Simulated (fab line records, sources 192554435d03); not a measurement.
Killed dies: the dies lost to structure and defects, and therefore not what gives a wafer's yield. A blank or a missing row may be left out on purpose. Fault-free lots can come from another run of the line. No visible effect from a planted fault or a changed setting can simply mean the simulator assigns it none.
fab line records + flow n5Finfet + part 2 of 2: steps 5 to 6 of 6
record
- lots=24
- wafers=72
- lastDay=17
route steps=1938 shown BEOL_M5@1187 BEOL_M6@1197
lots untouched by any fault: they come from a run of this same line in which no faults occurred
startH: start of the lot's first displayed wafer, in hours after the record's first day + waitH: hours from the lot's prior step to this one + " identical to the entry in the row above + L1.1+2: a single row standing in for several wafers + - no value present, or no start provided + * or withheld: withheld + < > ~ a bound
route shown NAME@n: NAME is a module with steps in the file, n the number in the route of the first one + usual: mean/standard deviation of fault-free wafers + same: alike in all rows + chamber/n: place in a boat + sites: readings site by site + _std_site: standard deviation across them + _edge_site: outer sites' mean less inner sites' + radiusMm: how far each site lies from the wafer's centre + mask NAME#n: copy n + behind: tool/chamber where the wafer was last shaped + hold: reason for holding the lot/hours on hold/outcome of the hold + device: which transistor (n, p or np) failed to switch + end of line: the route-end tests of the same wafers + a step without rows: its recipe alone + killed: at the first sort, the dies lost to defects and structure; wafer yield is something else + map: per-die view of a wafer (x killed, . not killed, _ where there is no die)
set.NAME: the setting the step ran with; set.NAME@STEP: the setting that earlier step ran with + model.NAME: the simulator's own value behind a step, which no gauge read
a sample of lots followed through the steps of the route, with each step as a table and each wafer as a row
services: the hour from which a tool's chamber was out of use, counted from the record's first day as startH (under 0 if before that day), plus the number of hours and why
## steps
# step N5_BEOL_M6_TRENCH_ETCH_37
# recipe
- chemistry=C4F6/O2
- targetDepthA=944.35
- target=SiCOH_lowk
- timeS=31.5
- ionEnergyEv=250
- pressureMtorr=30
- sourceW=345
- biasW=185
- Ar_flow_sccm=300
- C4F6_flow_sccm=10
- O2_flow_sccm=10
# usual
- C4F6_flow_sccm=9.997/0.029
- drypumpMotorCurrentA=5.7/0.43
- oes_ar_750_au=0.82/0.056
- oesProductAu=0.83/0.06
- rfVppV=666/14
- showerheadPlenumPTorr=2.89/0.081
- throttleValvePct=20.82/0.28
| lot.wafer | tool       | chamber | startH | waitH | C4F6_flow_sccm | drypumpMotorCurrentA | oes_ar_750_au | oesProductAu | rfHoursCounterH | rfVppV | showerheadPlenumPTorr | throttleValvePct |
|-----------|------------|---------|--------|-------|----------------|----------------------|---------------|--------------|-----------------|--------|-----------------------|------------------|
| L075.2    | rieDiel-02 | 0       | -      | -     | 10.017         | 6.4                  | 0.91          | 0.93         | 28              | 659    | 2.80                  | 21.21            |
| L075.3    | "          | 2       | "      | "     | 10.009         | 5.6                  | 0.69          | 0.68         | 246             | 669    | 2.80                  | 21.05            |
| L075.6    | "          | 0       | "      | "     | 10.001         | 6.5                  | 0.92          | 0.93         | -               | 661    | 2.80                  | 21.21            |
| L074.1    | rieDiel-03 | 0       | -      | -     | 9.998          | 6.2                  | 0.81          | 0.83         | 99              | 656    | 2.88                  | 21.33            |
| L074.2    | "          | 3       | "      | "     | 9.969          | 5.6                  | 0.82          | 0.85         | 57              | 699    | 2.89                  | 20.72            |
| L074.6    | "          | 0       | "      | "     | 10.013         | 6.1                  | 0.81          | 0.82         | -               | 658    | 2.88                  | 21.33            |
| L076.1    | rieDiel-02 | 2       | -      | -     | 10.024         | 5.6                  | 0.68          | 0.68         | 249             | 668    | 2.80                  | 21.04            |
| L076.3    | "          | 3       | "      | "     | 9.977          | 5.0                  | 0.81          | 0.82         | 90              | 657    | 2.88                  | 20.61            |
| L076.4    | "          | 2       | "      | "     | 10.042         | 5.6                  | 0.69          | 0.68         | -               | 669    | 2.80                  | 21.05            |
| L077.2    | rieDiel-03 | 1       | -      | -     | 10.008         | 5.6                  | 0.91          | 0.91         | 25              | 647    | 2.99                  | 20.62            |
| L077.3    | "          | 3       | "      | "     | 9.960          | 5.6                  | 0.82          | 0.84         | 65              | 698    | 2.88                  | 20.74            |
| L077.6    | "          | 0       | "      | "     | 10.002         | 6.2                  | 0.80          | 0.81         | -               | 659    | 2.88                  | 21.33            |
| L078.1    | rieDiel-06 | 2       | -      | -     | 9.992          | 5.1                  | 0.84          | 0.85         | 46              | 666    | 2.90                  | 20.52            |
| L078.2    | "          | 1       | "      | "     | 10.004         | 6.1                  | 0.78          | 0.78         | 117             | 662    | 2.74                  | 20.86            |
| L078.5    | "          | 1       | "      | "     | 9.972          | 6.1                  | 0.78          | 0.78         | -               | 663    | 2.74                  | 20.87            |
| L079.1    | rieDiel-03 | 1       | -      | -     | 10.013         | 5.7                  | 0.89          | 0.89         | 29              | 647    | 2.99                  | 20.63            |
| L079.5    | "          | 2       | "      | "     | 9.955          | 5.5                  | 0.88          | 0.87         | -               | 649    | 2.99                  | 21.05            |
| L079.6    | "          | 3       | "      | "     | 10.010         | 5.6                  | 0.81          | 0.83         | -               | 699    | 2.88                  | 20.75            |
| L080.1    | rieDiel-03 | 2       | -      | -     | 9.933          | 5.5                  | 0.88          | 0.87         | 52              | 647    | 2.99                  | 21.05            |
| L080.2    | "          | 3       | "      | "     | 10.004         | 5.6                  | 0.81          | 0.83         | 69              | 699    | 2.88                  | 20.74            |
| L080.6    | "          | 3       | "      | "     | 10.007         | 5.6                  | 0.81          | 0.83         | -               | 698    | 2.88                  | 20.73            |
| L081.3    | rieDiel-02 | 1       | -      | -     | 9.985          | 5.7                  | 0.96          | 0.97         | 3               | 678    | 2.91                  | 20.52            |
| L081.4    | "          | 1       | "      | "     | 9.984          | 5.7                  | 0.97          | 0.98         | -               | 678    | 2.91                  | 20.52            |
| L081.5    | "          | 0       | "      | "     | 10.022         | 6.4                  | 0.88          | 0.89         | -               | 661    | 2.80                  | 21.24            |
| L082.1    | rieDiel-03 | 1       | -      | -     | 10.001         | 5.6                  | 0.88          | 0.88         | 35              | 646    | 2.99                  | 20.64            |
| L082.3    | "          | 0       | "      | "     | 9.961          | 6.2                  | 0.79          | 0.79         | 118             | 657    | 2.87                  | 21.36            |
| L082.4    | "          | 2       | "      | "     | 10.012         | 5.5                  | 0.87          | 0.86         | 57              | 648    | 2.99                  | 21.04            |
| L083.4    | rieDiel-06 | 1       | -      | -     | 9.982          | 6.1                  | 0.78          | 0.77         | 128             | 661    | 2.74                  | 20.90            |
| L083.5    | "          | 3       | "      | "     | 9.951          | 5.8                  | 0.82          | 0.82         | -               | 667    | 2.99                  | 20.77            |
| L083.6    | "          | 0       | "      | "     | 10.020         | 6.1                  | 0.79          | 0.82         | -               | 683    | 2.98                  | 20.43            |
| L085.1    | rieDiel-03 | 3       | -      | -     | 10.000         | 5.7                  | 0.80          | 0.82         | 79              | 700    | 2.88                  | 20.75            |
| L085.3    | "          | 2       | "      | "     | 10.011         | 5.5                  | 0.87          | 0.86         | 61              | 648    | 2.99                  | 21.05            |
| L085.6    | "          | 1       | "      | "     | 9.995          | 5.6                  | 0.87          | 0.88         | -               | 645    | 2.98                  | 20.64            |
| L084.2    | rieDiel-06 | 0       | -      | -     | 10.022         | 6.2                  | 0.80          | 0.80         | 83              | 683    | 2.98                  | 20.45            |
| L084.4    | "          | 1       | "      | "     | 9.998          | 6.1                  | 0.77          | 0.76         | 130             | 661    | 2.74                  | 20.90            |
| L084.5    | "          | 1       | "      | "     | 10.011         | 6.1                  | 0.77          | 0.75         | -               | 661    | 2.74                  | 20.88            |
| L086.2    | rieDiel-02 | 1       | -      | -     | 10.012         | 5.7                  | 0.92          | 0.92         | 14              | 679    | 2.90                  | 20.54            |
| L086.4    | "          | 3       | "      | "     | 10.037         | 4.9                  | 0.78          | 0.77         | 119             | 658    | 2.87                  | 20.65            |
| L086.6    | "          | 1       | "      | "     | 9.974          | 5.7                  | 0.92          | 0.93         | -               | 680    | 2.90                  | 20.53            |
| L087.1    | rieDiel-03 | 0       | -      | -     | 10.017         | 6.1                  | 0.79          | 0.78         | 125             | 656    | 2.87                  | 21.36            |
| L087.3    | "          | 2       | "      | "     | 9.993          | 5.5                  | 0.86          | 0.85         | 63              | 647    | 2.99                  | 21.07            |
| L087.6    | "          | 3       | "      | "     | 9.972          | 5.6                  | 0.80          | 0.81         | -               | 698    | 2.88                  | 20.76            |
| L088.1    | rieDiel-03 | 1       | -      | -     | 9.984          | 5.7                  | 0.87          | 0.87         | 44              | 646    | 2.98                  | 20.66            |
| L088.5    | "          | 0       | "      | "     | 9.996          | 6.2                  | 0.78          | 0.79         | -               | 658    | 2.87                  | 21.37            |
| L088.6    | "          | 1       | "      | "     | 9.978          | 5.6                  | 0.87          | 0.87         | -               | 646    | 2.98                  | 20.65            |
| L091.1    | rieDiel-06 | 0       | -      | -     | 9.994          | 6.2                  | 0.79          | 0.80         | 95              | 682    | 2.97                  | 20.47            |
| L091.2    | "          | 1       | "      | "     | 9.992          | 6.1                  | 0.76          | 0.75         | 141             | 661    | 2.73                  | 20.92            |
| L091.4    | "          | 2       | "      | "     | 10.045         | 5.1                  | 0.82          | 0.82         | 69              | 665    | 2.88                  | 20.57            |
| L090.2    | rieDiel-02 | 0       | -      | -     | 9.988          | 6.5                  | 0.85          | 0.86         | 71              | 660    | 2.79                  | 21.26            |
| L090.5    | "          | 2       | "      | "     | 9.953          | 5.6                  | 0.92          | 0.95         | -               | 669    | 2.79                  | 20.68            |
| L090.6    | "          | 1       | "      | "     | 10.000         | 5.7                  | 0.89          | 0.91         | -               | 678    | 2.90                  | 20.55            |
| L089.3    | rieDiel-06 | 1       | -      | -     | 9.940          | 6.1                  | 0.76          | 0.74         | 142             | 662    | 2.73                  | 20.93            |
| L089.4    | "          | 3       | "      | "     | 9.997          | 5.8                  | 0.81          | 0.80         | 113             | 666    | 2.98                  | 20.77            |
| L089.5    | "          | 3       | "      | "     | 10.010         | 5.8                  | 0.80          | 0.80         | -               | 666    | 2.98                  | 20.78            |
| L093.3    | rieDiel-06 | 2       | -      | -     | 10.019         | 5.1                  | 0.81          | 0.81         | 72              | 665    | 2.88                  | 20.56            |
| L093.4    | "          | 3       | "      | "     | 10.021         | 5.7                  | 0.80          | 0.80         | 115             | 666    | 2.98                  | 20.78            |
| L093.5    | "          | 2       | "      | "     | 9.977          | 5.1                  | 0.82          | 0.81         | -               | 665    | 2.88                  | 20.57            |
| L092.2    | rieDiel-06 | 0       | -      | -     | 10.013         | 6.1                  | 0.78          | 0.79         | 100             | 683    | 2.97                  | 20.45            |
| L092.3    | "          | 3       | "      | "     | 10.012         | 5.8                  | 0.80          | 0.80         | 117             | 667    | 2.98                  | 20.78            |
| L092.4    | "          | 2       | "      | "     | 9.997          | 5.1                  | 0.81          | 0.80         | 74              | 664    | 2.88                  | 20.56            |
| L094.2    | rieDiel-02 | 3       | -      | -     | 9.993          | 4.9                  | 0.76          | 0.77         | 139             | 658    | 2.86                  | 20.68            |
| L094.3    | "          | 2       | "      | "     | 9.988          | 5.6                  | 0.91          | 0.93         | 25              | 670    | 2.78                  | 20.70            |
| L094.5    | "          | 0       | "      | "     | 10.042         | 6.4                  | 0.84          | 0.85         | -               | 659    | 2.78                  | 21.27            |
| L095.4    | rieDiel-02 | 1       | -      | -     | 9.962          | 5.7                  | 0.88          | 0.88         | 35              | 678    | 2.89                  | 20.56            |
| L095.5    | "          | 0       | "      | "     | 9.989          | 6.5                  | 0.85          | 0.84         | -               | 662    | 2.78                  | 21.27            |
| L095.6    | "          | 3       | "      | "     | 9.998          | 4.9                  | 0.76          | 0.76         | -               | 657    | 2.86                  | 20.68            |
| L096.2    | rieDiel-06 | 1       | -      | -     | 10.058         | 6.1                  | 0.76          | 0.74         | 151             | 663    | 2.73                  | 20.91            |
| L096.3    | "          | 3       | "      | "     | 9.942          | 5.8                  | 0.80          | 0.81         | 123             | 667    | 2.98                  | 20.78            |
| L096.6    | "          | 0       | "      | "     | 9.968          | 6.2                  | 0.77          | 0.78         | -               | 682    | 2.97                  | 20.49            |
| L097.1    | rieDiel-06 | 0       | -      | -     | 9.985          | 6.2                  | 0.77          | 0.78         | 107             | 682    | 2.96                  | 20.48            |
| L097.3    | "          | 1       | "      | "     | 10.005         | 6.1                  | 0.76          | 0.74         | 152             | 660    | 2.73                  | 20.92            |
| L097.4    | "          | 2       | "      | "     | 10.019         | 5.1                  | 0.80          | 0.81         | 81              | 665    | 2.88                  | 20.59            |
# step N5_BEOL_M6_ETCH_41
# recipe
- chemistry=CH3F/O2
- target=SiCN
- targetDepthA=297
- taperDeg=2
- timeS=52
- ionEnergyEv=120
- maskMaterial=TiN
- pressureMtorr=30
- sourceW=395
- biasW=75
- Ar_flow_sccm=150
- CH3F_flow_sccm=30
- O2_flow_sccm=20
# usual
- drypumpMotorCurrentA=5.7/0.43
- oesProductAu=0.83/0.059
- rfVppV=298.2/1.5
- showerheadPlenumPTorr=2.03/0.061
- throttleValvePct=16.20/0.25
| lot.wafer | tool       | chamber | startH | waitH | drypumpMotorCurrentA | oesProductAu | rfHoursCounterH | rfVppV | showerheadPlenumPTorr | throttleValvePct |
|-----------|------------|---------|--------|-------|----------------------|--------------|-----------------|--------|-----------------------|------------------|
| L075.2    | rieDiel-02 | 0       | -      | -     | 6.4                  | 0.93         | 28              | 297.6  | 1.97                  | 16.48            |
| L075.3    | "          | 2       | "      | "     | 5.6                  | 0.68         | 246             | 296.9  | 1.97                  | 16.46            |
| L075.6    | "          | 0       | "      | "     | 6.4                  | 0.92         | -               | 297.0  | 1.97                  | 16.49            |
| L074.1    | rieDiel-03 | 0       | -      | -     | 6.1                  | 0.82         | 99              | 297.9  | 2.02                  | 16.65            |
| L074.2    | "          | 3       | "      | "     | 5.7                  | 0.85         | 57              | 297.2  | 2.03                  | 16.12            |
| L074.6    | "          | 0       | "      | "     | 6.1                  | 0.82         | -               | 297.2  | 2.02                  | 16.64            |
| L076.1    | rieDiel-02 | 2       | -      | -     | 5.6                  | 0.67         | 249             | 296.3  | 1.97                  | 16.49            |
| L076.3    | "          | 3       | "      | "     | 4.9                  | 0.81         | 91              | 298.3  | 2.03                  | 16.00            |
| L076.4    | "          | 2       | "      | "     | 5.6                  | 0.67         | -               | 297.7  | 1.97                  | 16.47            |
| L077.2    | rieDiel-03 | 1       | -      | -     | 5.7                  | 0.91         | 25              | 300.5  | 2.11                  | 16.08            |
| L077.3    | "          | 3       | "      | "     | 5.7                  | 0.85         | 65              | 298.7  | 2.03                  | 16.10            |
| L077.6    | "          | 0       | "      | "     | 6.1                  | 0.82         | -               | 298.8  | 2.02                  | 16.64            |
| L078.1    | rieDiel-06 | 2       | -      | -     | 5.1                  | 0.85         | 46              | 298.9  | 2.03                  | 15.88            |
| L078.2    | "          | 1       | "      | "     | 6.1                  | 0.78         | 117             | 296.4  | 1.93                  | 16.30            |
| L078.5    | "          | 1       | "      | "     | 6.1                  | 0.78         | -               | 295.7  | 1.93                  | 16.30            |
| L079.1    | rieDiel-03 | 1       | -      | -     | 5.6                  | 0.90         | 29              | 298.9  | 2.11                  | 16.07            |
| L079.5    | "          | 2       | "      | "     | 5.5                  | 0.87         | -               | 300.2  | 2.11                  | 16.38            |
| L079.6    | "          | 3       | "      | "     | 5.6                  | 0.83         | -               | 298.7  | 2.03                  | 16.12            |
| L080.1    | rieDiel-03 | 2       | -      | -     | 5.5                  | 0.87         | 52              | 300.8  | 2.11                  | 16.40            |
| L080.2    | "          | 3       | "      | "     | 5.6                  | 0.83         | 69              | 295.9  | 2.03                  | 16.11            |
| L080.6    | "          | 3       | "      | "     | 5.6                  | 0.84         | -               | 297.5  | 2.03                  | 16.10            |
| L081.3    | rieDiel-02 | 1       | -      | -     | 5.7                  | 0.97         | 3               | 298.2  | 2.05                  | 15.88            |
| L081.4    | "          | 1       | "      | "     | 5.7                  | 0.97         | -               | 297.8  | 2.05                  | 15.90            |
| L081.5    | "          | 0       | "      | "     | 6.4                  | 0.90         | -               | 296.0  | 1.96                  | 16.51            |
| L082.1    | rieDiel-03 | 1       | -      | -     | 5.6                  | 0.88         | 35              | 299.3  | 2.11                  | 16.10            |
| L082.3    | "          | 0       | "      | "     | 6.1                  | 0.79         | 118             | 298.0  | 2.02                  | 16.68            |
| L082.4    | "          | 2       | "      | "     | 5.5                  | 0.86         | 57              | 298.6  | 2.11                  | 16.43            |
| L083.4    | rieDiel-06 | 1       | -      | -     | 6.1                  | 0.77         | 128             | 297.0  | 1.92                  | 16.31            |
| L083.5    | "          | 3       | "      | "     | 5.8                  | 0.83         | -               | 298.4  | 2.10                  | 16.15            |
| L083.6    | "          | 0       | "      | "     | 6.1                  | 0.82         | -               | 299.9  | 2.10                  | 15.90            |
| L085.1    | rieDiel-03 | 3       | -      | -     | 5.7                  | 0.83         | 79              | 296.0  | 2.02                  | 16.13            |
| L085.3    | "          | 2       | "      | "     | 5.5                  | 0.86         | 61              | 299.0  | 2.10                  | 16.42            |
| L085.6    | "          | 1       | "      | "     | 5.6                  | 0.88         | -               | 299.8  | 2.11                  | 16.09            |
| L084.2    | rieDiel-06 | 0       | -      | -     | 6.1                  | 0.80         | 83              | 299.9  | 2.10                  | 15.88            |
| L084.4    | "          | 1       | "      | "     | 6.1                  | 0.77         | 130             | 295.5  | 1.92                  | 16.33            |
| L084.5    | "          | 1       | "      | "     | 6.1                  | 0.76         | -               | 295.7  | 1.92                  | 16.32            |
| L086.2    | rieDiel-02 | 1       | -      | -     | 5.7                  | 0.93         | 14              | 299.4  | 2.04                  | 15.90            |
| L086.4    | "          | 3       | "      | "     | 4.9                  | 0.77         | 119             | 297.3  | 2.02                  | 16.05            |
| L086.6    | "          | 1       | "      | "     | 5.7                  | 0.93         | -               | 297.8  | 2.04                  | 15.89            |
| L087.1    | rieDiel-03 | 0       | -      | -     | 6.1                  | 0.79         | 125             | 298.0  | 2.02                  | 16.68            |
| L087.3    | "          | 2       | "      | "     | 5.5                  | 0.86         | 63              | 299.6  | 2.10                  | 16.43            |
| L087.6    | "          | 3       | "      | "     | 5.6                  | 0.82         | -               | 297.6  | 2.02                  | 16.14            |
| L088.1    | rieDiel-03 | 1       | -      | -     | 5.6                  | 0.87         | 44              | 300.4  | 2.10                  | 16.10            |
| L088.5    | "          | 0       | "      | "     | 6.2                  | 0.79         | -               | 298.1  | 2.02                  | 16.69            |
| L088.6    | "          | 1       | "      | "     | 5.7                  | 0.87         | -               | 300.6  | 2.10                  | 16.11            |
| L091.1    | rieDiel-06 | 0       | -      | -     | 6.1                  | 0.80         | 95              | 298.9  | 2.10                  | 15.92            |
| L091.2    | "          | 1       | "      | "     | 6.1                  | 0.75         | 141             | 295.8  | 1.92                  | 16.35            |
| L091.4    | "          | 2       | "      | "     | 5.1                  | 0.82         | 69              | 297.7  | 2.03                  | 15.94            |
| L090.2    | rieDiel-02 | 0       | -      | -     | 6.5                  | 0.86         | 71              | 296.9  | 1.95                  | 16.57            |
| L090.5    | "          | 2       | "      | "     | 5.6                  | 0.95         | -               | 296.7  | 1.96                  | 16.00            |
| L090.6    | "          | 1       | "      | "     | 5.7                  | 0.90         | -               | 297.2  | 2.04                  | 15.93            |
| L089.3    | rieDiel-06 | 1       | -      | -     | 6.1                  | 0.74         | 142             | 295.9  | 1.92                  | 16.33            |
| L089.4    | "          | 3       | "      | "     | 5.8                  | 0.81         | 113             | 299.9  | 2.10                  | 16.16            |
| L089.5    | "          | 3       | "      | "     | 5.8                  | 0.81         | -               | 299.0  | 2.10                  | 16.17            |
| L093.3    | rieDiel-06 | 2       | -      | -     | 5.1                  | 0.81         | 72              | 298.0  | 2.03                  | 15.94            |
| L093.4    | "          | 3       | "      | "     | 5.8                  | 0.81         | 115             | 299.6  | 2.10                  | 16.17            |
| L093.5    | "          | 2       | "      | "     | 5.1                  | 0.81         | -               | 299.7  | 2.03                  | 15.95            |
| L092.2    | rieDiel-06 | 0       | -      | -     | 6.1                  | 0.79         | 100             | 298.4  | 2.10                  | 15.94            |
| L092.3    | "          | 3       | "      | "     | 5.8                  | 0.81         | 117             | 299.7  | 2.09                  | 16.18            |
| L092.4    | "          | 2       | "      | "     | 5.1                  | 0.81         | 74              | 299.2  | 2.02                  | 15.96            |
| L094.2    | rieDiel-02 | 3       | -      | -     | 4.9                  | 0.77         | 139             | 297.8  | 2.01                  | 16.10            |
| L094.3    | "          | 2       | "      | "     | 5.6                  | 0.92         | 25              | 296.3  | 1.95                  | 16.03            |
| L094.5    | "          | 0       | "      | "     | 6.4                  | 0.85         | -               | 295.9  | 1.95                  | 16.59            |
| L095.4    | rieDiel-02 | 1       | -      | -     | 5.7                  | 0.88         | 35              | 297.5  | 2.03                  | 15.94            |
| L095.5    | "          | 0       | "      | "     | 6.4                  | 0.84         | -               | 295.2  | 1.95                  | 16.58            |
| L095.6    | "          | 3       | "      | "     | 4.9                  | 0.75         | -               | 297.1  | 2.01                  | 16.09            |
| L096.2    | rieDiel-06 | 1       | -      | -     | 6.1                  | 0.75         | 151             | 296.3  | 1.92                  | 16.36            |
| L096.3    | "          | 3       | "      | "     | 5.8                  | 0.82         | 123             | 300.5  | 2.09                  | 16.17            |
| L096.6    | "          | 0       | "      | "     | 6.1                  | 0.79         | -               | 299.5  | 2.09                  | 15.94            |
| L097.1    | rieDiel-06 | 0       | -      | -     | 6.1                  | 0.79         | 107             | 300.0  | 2.09                  | 15.93            |
| L097.3    | "          | 1       | "      | "     | 6.1                  | 0.74         | 152             | 295.4  | 1.92                  | 16.37            |
| L097.4    | "          | 2       | "      | "     | 5.1                  | 0.81         | 81              | 297.9  | 2.02                  | 15.97            |
## services
| tool       | chamber | startH | hours | kind                        |
|------------|---------|--------|-------|-----------------------------|
| pecvd-03   | 0       | 176.17 | 2.1   | scheduledDown               |
| rieDiel-02 | 2       | 177.14 | 9.3   | repair                      |
| rieDiel-02 | 1       | 178.63 | 14.1  | repair                      |
| pecvd-04   | 2       | 181.58 | 5.5   | scheduledDown               |
| rieDiel-03 | 1       | 186.86 | 6.5   | repair                      |
| pecvd-04   | -       | 186.89 | 6.0   | pm                          |
| rieDiel-02 | 1       | 193.11 | -     | clean                       |
| rieDiel-02 | 1       | 193.11 | -     | consumableReplace:focusRing |
| rieDiel-02 | 1       | 193.11 | 25.0  | scheduledDown               |
| rieDiel-02 | 1       | 193.11 | 25.0  | ventCycle                   |
| pecvd-03   | -       | 194.16 | 6.6   | repair                      |
| pecvd-04   | 1       | 198.86 | 14.1  | repair                      |
| rieDiel-03 | 1       | 202.38 | 5.7   | repair                      |
| rieDiel-03 | -       | 207.12 | 0.4   | repair                      |
| pecvd-04   | 2       | 217.99 | 6.7   | repair                      |
| rieDiel-02 | 2       | 220.79 | 6.6   | repair                      |
| rieDiel-02 | 3       | 222.10 | 1.4   | repair                      |
| rieDiel-02 | 2       | 227.67 | -     | clean                       |
| rieDiel-02 | 2       | 227.67 | -     | consumableReplace:focusRing |
| rieDiel-02 | 2       | 227.67 | 19.5  | scheduledDown               |
| rieDiel-02 | 2       | 227.67 | 19.5  | ventCycle                   |
| rieDiel-03 | 2       | 246.73 | 2.6   | repair                      |
| pecvd-03   | -       | 257.52 | 0.3   | repair                      |
| rieDiel-06 | -       | 307.32 | 2.8   | pm                          |
